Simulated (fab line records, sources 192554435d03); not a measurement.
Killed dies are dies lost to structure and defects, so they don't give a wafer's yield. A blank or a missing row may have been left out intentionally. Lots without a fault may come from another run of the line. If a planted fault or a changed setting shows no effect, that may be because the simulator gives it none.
Struck lot and sound lot, side by side	flow n5_finfet	36 steps out of a route of 1938
Sound: these wafers, L127.1, L127.2, L127.6. Wafers L118.1, L118.2, L118.4 were the ones struck. At the end, the cause is stated.
Per side, at each step with rows, come the tool, then ch with its chambers, and then its first start. Under that, the readings that differ: sound wafers	struck wafers	difference of the means	sigmas: that difference in standard deviations of wafers without a fault.
alike: readings with means less than 2 such deviations apart, plus words and numbers identical on both sides. not compared: withheld readings, readings lacking a value on some wafer, bounds such as >300 that could conceal the same value, and numbers that have no deviation in the record and whose values overlap.
Wherever a step has rows on one side only, a row that says differs or no value, or a row with sigmas, the two part there. Numbers that don't overlap but have no deviation are shown without sigmas and don't part them. A reading missing from all wafers of one side parts the sides only when that side holds two or more wafers.

first, 9 steps without rows for these wafers: N5_BEOL_M4_ANNEAL_95 (time 240 s); N5_BEOL_M4_SPUTTER_96 (material Cu, target thk 4.5 nm, time 8.29 s); N5_BEOL_M4_ECD_50 (material Cu, target thk 300 nm); N5_BEOL_M4_ANNEAL_51 (time 90 s); N5_BEOL_M4_CMP_52 (polishes, stops on SiOC, t overpolish 6.8 s, target thk 40 nm); N5_BEOL_M4_PRE_CLEAN_60 (time 15 s); N5_BEOL_M4_CO_CAP_55 (material Co, precursor CCTBA/H2, target thk 2 nm, time 102.1 s); N5_BEOL_M4_PRE_CLEAN_56 (time 15 s); N5_BEOL_M4_DEP_57 (deposits SiCN from 3MS/NH3, target thk 8 nm, time 14 s).
N5_BEOL_M4_RC_MEAS_101:
  sound on prober-02 ch 0, day 12 08:28; struck on prober-01 ch 0, day 10 08:06
  alike: DIBL_N, DIBL_P, IOFF_N, IOFF_P, ION_N, ION_P, SS_N, SS_P, VT_N, VT_P
then, 24 steps without rows for these wafers: N5_BEOL_M5_ILD_DEP_00 (deposits SiCOH lowk from DEMS/porogen, target thk 140.64 nm, time 25.9 s); N5_BEOL_M5_CURE_79 (cures SiCOH lowk, time 240 s); N5_BEOL_M5_PECVD_70 (deposits SiO2 from TEOS/O2, target thk 16 nm, time 18 s); N5_BEOL_M5_HM_DEP_02 (deposits TiN, target thk 20 nm); N5_BEOL_M5_COAT_59 (time 60 s, resist thk 60 nm); N5_BEOL_M5_COAT_60 (time 60 s, resist thk 12 nm); N5_BEOL_M5_COAT_71 (time 60 s, resist thk 5 nm); N5_BEOL_M5_COAT_05 (resist thk 30 nm); N5_BEOL_M5_EBR_07; N5_BEOL_M5_SOFTBAKE_06 (time 60 s); N5_BEOL_M5_EXPOSE_08 (exposes mask M5, target cd 28 nm); N5_BEOL_M5_PEB_09 (peb time 60 s); N5_BEOL_M5_DEVELOP_10 (develop time 30 s); N5_BEOL_M5_DESCUM_16 (chemistry O2, time 7 s); N5_BEOL_M5_ETCH_72 (etches underlayer in N2/H2, target depth 6.5 nm, time 5.2 s); N5_BEOL_M5_ETCH_61 (etches SiARC in CF4, target depth 15.6 nm, time 26 s); N5_BEOL_M5_ETCH_62 (etches SOC in N2/H2, target depth 75 nm, overetch 15 nm, time 112.5 s); N5_BEOL_M5_STRIP_63 (strips in N2/H2); N5_BEOL_M5_STRIP_73 (strips in N2/H2); N5_BEOL_M5_STRIP_64 (strips in CF4); N5_BEOL_M5_HM_OPEN_17 (chemistry Cl2/BCl3, target TiN, target depth 20 nm, overetch 6 nm); N5_BEOL_M5_STRIP_19 (strips in O2); N5_BEOL_M5_COAT_65 (time 60 s, resist thk 60 nm); N5_BEOL_M5_COAT_66 (time 60 s, resist thk 12 nm).
N5_BEOL_M9_DEP_56: deposits SiCN from 3MS/NH3, target thk 15 nm, time 26.5 s.
  sound on pecvd-03 ch 0,1,2, day 14 06:10; struck on pecvd-04 ch 1,2, day 12 01:01
  no value came back on the struck wafers for chamber_pressure_Torr (Torr), rf_fwd_power_W (W), showerhead_plenum_p_Torr (Torr), throttle_valve_pct (%); on the sound wafers chamber_pressure_Torr (Torr) reads 3.002 2.994 3.013
  not compared: since_wet_clean_h
-- record jumps: 2 days separate the struck wafers' starts on either side; left off in module BEOL_M9, taken up again in module PASSIVATION, whose first shown step is the route's number 1936 --
N5_PASSIVATION_PROBE_49:
  sound on prober-02, day 16 19:51; struck on prober-02, day 14 09:58
reading	sound	struck	difference	sigmas
defect_limited_yield (%)	92.2 91.6 89.9	0 0 0	-91	-65
killed_at_M4_up	8 15 22	1099 1124 1113	+1097	+99 or more
killed_dies	92 99 119	1180 1180 1180	+1077	+63
killed_on_rim	14 13 10	152 152 152	+140	+36
sort_bin_5_function (%)	4.4 4.1 6.0	96.3 98.1 97.4	+92.4	+92
sort_n_pass	1088 1081 1061	0 0 0	-1077	-63
sort_yield_pct (%)	92.2 91.6 89.9	0 0 0	-91	-65
  alike: killed_at_M0_to_M3, killed_at_contacts, killed_at_front_end, killed_at_other, killed_open, killed_short, sort_bin_6_memory

== WHERE THEY PART ==
Earliest at N5_BEOL_M9_DEP_56; latest, in this record, at N5_PASSIVATION_PROBE_49.

WHY: the cause the simulator had injected
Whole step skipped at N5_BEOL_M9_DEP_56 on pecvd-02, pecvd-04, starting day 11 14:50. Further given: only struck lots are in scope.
